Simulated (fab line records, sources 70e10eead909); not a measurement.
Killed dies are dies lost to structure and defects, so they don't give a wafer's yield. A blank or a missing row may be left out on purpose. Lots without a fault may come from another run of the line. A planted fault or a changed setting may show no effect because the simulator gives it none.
Chamber matching | flow nand_harc | NHARC_P_CONTACT_CMP_01 on cmp-02: 4 sister chambers
The step polishes SiO2, target thk 200 nm. 8 wafers are shown with their chamber, then 10 later ones without.

WAFERS WITH THEIR CHAMBER
wafer  | chamber | motor_current_A (A)
L075.4 | 3       | 10.2
L080.3 | 2       | 11.9
L080.4 | 1       | 13.3
L081.4 | 2       | 12.0
L081.5 | 0       | 10.0
L081.6 | 1       | 13.3
L086.1 | 3       | 9.6
L086.2 | 0       | 9.7

WAFERS WITHOUT THEIR CHAMBER
wafer  | motor_current_A (A)
L086.5 | 10.3
L093.1 | 11.9
L093.3 | 13.4
L093.5 | 13.5
L097.2 | 11.9
L097.3 | 13.5
L097.4 | 10.8
L097.1 | 9.8
L097.5 | 11.9
L097.6 | 10.5

WHICH CHAMBER EACH WENT THROUGH
wafer  | from the rows above          | in truth
L086.5 | can't be placed: 3 or 0      | 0
L093.1 | 2                            | 2
L093.3 | 1                            | 1
L093.5 | 1                            | 1
L097.2 | 2                            | 2
L097.3 | 1                            | 1
L097.4 | can't be placed: 3 or 0 or 2 | 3
L097.1 | can't be placed: 0 or 3      | 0
L097.5 | 2                            | 2
L097.6 | can't be placed: 3 or 0      | 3
Placed correctly: 6 of 10. Can't be placed from these rows: 4 (the true chamber is among the candidates in 4). Placed wrongly: 0.
How it was worked out, from the rows above alone: a wafer's distance from a chamber is the root of the sum, over the readings, of the square of ((its reading less the chamber's mean) divided by the reading's scatter). The wafer belongs to the nearest chamber; if the next one is less than 2 further off, it can't be placed. A chamber's mean is the mean of its shown wafers. The scatter: the root of (the sum of the squares of (reading less its chamber's mean) over the shown wafers, divided by (wafers less chambers)).
